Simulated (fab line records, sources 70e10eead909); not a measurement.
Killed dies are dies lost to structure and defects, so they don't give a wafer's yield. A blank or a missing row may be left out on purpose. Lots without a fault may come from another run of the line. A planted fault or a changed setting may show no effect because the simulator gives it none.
A struck lot beside a sound one | flow nand_harc | 41 steps out of a route of 1302
Sound: wafers L249.2, L249.3, L249.6. Struck: wafers L254.2, L254.3, L254.5. The cause comes at the end.
At each step with rows: each side's tool, then ch and its chambers, then its first start. Under that, the readings that differ: sound wafers | struck wafers | difference of the means | sigmas: that difference in standard deviations of wafers without a fault.
alike: readings whose means differ by less than 2 such deviations, and words and numbers that are the same on both sides. not compared: withheld readings, readings that some wafer has no value for, bounds like >300 that may hide the same value, and numbers for which the record gives no deviation and whose values overlap.
The two part at a step that has a row with sigmas, a row that says differs or no value, or rows on one side only. Numbers that don't overlap but have no deviation are shown without sigmas and don't part them. A reading that every wafer of one side lacks parts them only if that side has two wafers or more.

NHARC_P_M2_INSPECT_11:
  sound on defect_inspect-01, day 7 20:58; struck on defect_inspect-01, day 9 19:35
  alike: raw_defect_count
then, 3 steps without rows for these wafers: NHARC_P_M2_DESCUM_14 (chemistry O2, time 3 s); NHARC_P_M2_ETCH_35 (etches the open film in N2/H2, target depth 40 nm, overetch 12 nm, time 43.94 s); NHARC_P_M2_ETCH_15 (etches the open film in C4F8/Ar, target depth 182.5 nm, time 91.2 s).
NHARC_P_M2_CD_MEAS_16:
  sound on cd_sem-02, day 7 21:20; struck on cd_sem-02, day 9 19:58
  alike: cd_nm
then, 5 steps without rows for these wafers: NHARC_P_M2_STRIP_18 (strips in N2/H2); NHARC_P_M2_ETCH_28 (etches the open film in CF4/N2, target depth 30 nm, time 72.99 s); NHARC_P_M2_STRIP_19 (strips in post etch residue remover, time 600 s); NHARC_P_M2_DEGAS_29 (time 60 s); NHARC_P_M2_PRE_CLEAN_30 (time 30 s).
NHARC_P_M2_PVD_20: deposits TaN, target thk 5 nm, time 8.06 s.
  sound on pvd_sputter-01; struck on pvd_sputter-03
  alike: throttle_valve_pct
then, 1 step without rows for these wafers: NHARC_P_M2_PVD_21 (deposits Cu, target thk 30 nm, time 20.49 s).
NHARC_P_M2_ECD_22: material Cu, target thk 400 nm.
  sound on ecd_cu-02 ch 0, day 7 22:28; struck on ecd_cu-01 ch 0,1, day 9 21:05
NHARC_P_M2_ANNEAL_31: time 90 s.
  sound on rtp_anneal-01 ch 0, day 7 22:51; struck on rtp_anneal-01 ch 0, day 9 21:28
  alike: wafer_temp_C_max
then, 1 step without rows for these wafers: NHARC_P_M2_CMP_23 (polishes, t overpolish 20 s, target thk 144.3 nm).
NHARC_P_M2_THK_MEAS_24: measures by xrf.
  sound on film_metro-01, day 7 23:28; struck on film_metro-01, day 9 22:04
  alike: thk_nm
then, 3 steps without rows for these wafers: NHARC_P_M2_SRD_25; NHARC_P_M2_PRE_CLEAN_32 (time 12 s); NHARC_P_M2_DEP_33 (deposits SiCN, target thk 30 nm).
NHARC_P_BONDPAD_DEP_00: deposits SiCN, target thk 250 nm.
  sound on pecvd-04 ch 0,1,2, day 8 00:11; struck on pecvd-04 ch 0,1,2
  alike: heater_power_outer_w, heater_power_w
NHARC_P_BONDPAD_CMP_32: polishes SiCN, target thk 200 nm.
  sound on cmp-02 ch 1,3, day 8 00:37; struck on cmp-04 ch 0,1,3, day 9 23:11
  alike: motor_current_A
NHARC_P_BONDPAD_THK_MEAS_33: measures by ellipsometry.
  sound on film_metro-02, day 8 00:51; struck on film_metro-01, day 9 23:25
  alike: thk_nm
then, 10 steps without rows for these wafers: NHARC_P_BONDPAD_SRD_34; NHARC_P_BONDPAD_DEHYDRATE_01 (time 120 s); NHARC_P_BONDPAD_HMDS_02 (time 30 s); NHARC_P_BONDPAD_COAT_36 (time 65 s); NHARC_P_BONDPAD_COAT_03 (resist thk 600 nm); NHARC_P_BONDPAD_SOFTBAKE_04 (time 70 s); NHARC_P_BONDPAD_EBR_05; NHARC_P_BONDPAD_EXPOSE_06 (exposes mask P BPAD); NHARC_P_BONDPAD_PEB_07 (peb time 80 s); NHARC_P_BONDPAD_DEVELOP_08 (time 50 s).
NHARC_P_BONDPAD_CD_MEAS_09: target cd 500 nm.
  sound on cd_sem-01 ch 0, day 8 01:25; struck on cd_sem-03 ch 0, day 9 23:52
  alike: cd_nm
NHARC_P_BONDPAD_OVL_MEAS_38:
  sound on overlay-01, day 8 01:30; struck on overlay-01, day 9 23:57
  reading           | sound | struck      | difference | sigmas
  overlay_y_nm (nm) | 4 3 4 | -15 -15 -15 | -19        | -3
  alike: overlay_x_nm
then, 4 steps without rows for these wafers: NHARC_P_BONDPAD_HARDBAKE_10 (time 65 s); NHARC_P_BONDPAD_DESCUM_11 (chemistry O2, time 3 s); NHARC_P_BONDPAD_ETCH_37 (etches the open film in N2/H2, target depth 60 nm, overetch 18 nm, time 65.91 s); NHARC_P_BONDPAD_ETCH_12 (etches the open film in CHF3/O2, target depth 200 nm, time 100 s).
NHARC_P_BONDPAD_CD_MEAS_13:
  sound on cd_sem-01, day 8 01:56; struck on cd_sem-01, day 10 00:23
  alike: cd_nm
NHARC_P_BONDPAD_STRIP_15: strips in O2.
  sound on rie_diel-04 ch 1,3, day 8 02:02; struck on rie_diel-04 ch 1,3, day 10 00:28
  alike: drypump_motor_current_A, oes_product_au, rf_vpp_V, showerhead_plenum_p_Torr, throttle_valve_pct
  not compared: rf_hours_counter_h
-- the record jumps here: 18 days lie between the struck wafers' starts before and after (it left off in module P_BONDPAD and takes up again in module END, whose first step shown is number 1302 of the route) --
NHARC_END_SORT_01:
  sound on prober-02 ch 0, day 25 18:43; struck on prober-02 ch 0, day 27 17:51
  reading                  | sound          | struck         | difference | sigmas
  defect_limited_yield (%) | 92.2 91.6 91.6 | 55.8 59.7 57.2 | -34.2      | -14
  killed_at_other          | 5 5 4          | 0 0 0          | -5         | -3
  killed_at_periphery      | 3 2 3          | 224 194 221    | +210       | +66
  killed_dies              | 53 57 57       | 299 273 290    | +232       | +14
  alike: killed_at_array, killed_open, killed_short

WHERE THEY PART
First at NHARC_P_BONDPAD_OVL_MEAS_38; last, within this record, at NHARC_END_SORT_01.

WHY: what the simulator had put in
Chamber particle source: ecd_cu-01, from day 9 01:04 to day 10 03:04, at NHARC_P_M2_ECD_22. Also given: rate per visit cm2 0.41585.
